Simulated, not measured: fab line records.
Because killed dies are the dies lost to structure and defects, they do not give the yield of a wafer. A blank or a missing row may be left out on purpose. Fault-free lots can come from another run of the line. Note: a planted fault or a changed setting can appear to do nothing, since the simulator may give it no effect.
Which tool did it? -- flow nand-harc -- 36 wafers from 12 lots sampled at 2 of the route's 1302 steps

== WHAT THE GAUGES READ, wafer by wafer ==
NHARC_A_CHANNEL_FILL_D2_INSPECT_13.
lot,measured,on,raw-defect-count
L075,day 16 02:35,defect-inspect-01,318 281 251
L077,day 16 16:32,defect-inspect-02,427 397 573
L079,day 17 00:21,defect-inspect-02,219 454 176
L081,day 18 11:56,defect-inspect-01,451 516 627
L083,day 19 21:14,defect-inspect-01,351 263 161
L086,day 20 07:07,defect-inspect-02,354 318 146
L088,day 21 13:32,defect-inspect-01,199 185 325
L089,day 22 04:13,defect-inspect-01,277 320 380
L090,day 22 19:24,defect-inspect-01,352 444 246
L093,day 23 08:52,defect-inspect-01,271 314 303
L096,day 24 12:41,defect-inspect-01,582 333 391
L097,day 25 09:19,defect-inspect-01,507 291 272

== TOOL THAT RAN EACH LOT (tool first, then ch and the chambers of the sampled wafers, then the start) ==
lot,NHARC_A_CHANNEL_FILL_D2_RTA_24
L075,"rtp-anneal-02 ch 0, day 16 02:24"
L077,"rtp-anneal-02 ch 0, day 16 16:25"
L079,"rtp-anneal-02 ch 0, day 17 00:13"
L081,"rtp-anneal-02 ch 0, day 18 11:46"
L083,"rtp-anneal-02 ch 0, day 19 21:02"
L086,"rtp-anneal-02 ch 0, day 20 06:56"
L088,"rtp-anneal-02 ch 0, day 21 13:20"
L089,"rtp-anneal-01 ch 0, day 22 04:03"
L090,"rtp-anneal-02 ch 0, day 22 19:17"
L093,"rtp-anneal-02 ch 0, day 23 08:43"
L096,"rtp-anneal-02 ch 0, day 24 12:29"
L097,"rtp-anneal-02 ch 0, day 25 09:09"
- NHARC_A_CHANNEL_FILL_D2_RTA_24: time 5 s.

== THE ANSWER, worked out from the rows above alone ==
Rule: what is usual is taken from the lots themselves. The widest of any qualifying gaps counts: lots, ordered by their means at a reading, are off when they make up no more than a third of the lots, leave a main group of 4 or more, and stand apart from it by 3 or more times the standard deviation of that group's means. A main group is skipped when, at the precision printed for the reading in the tables above, its means are all equal. A lot without any number at a reading at which 4 lots or more have one is off too. All remaining lots with rows at the step are treated as sound.
No lot is off on any of the readings shown, so nothing can be concluded from this.

== WHAT WAS PUT IN BY THE SIMULATOR ==
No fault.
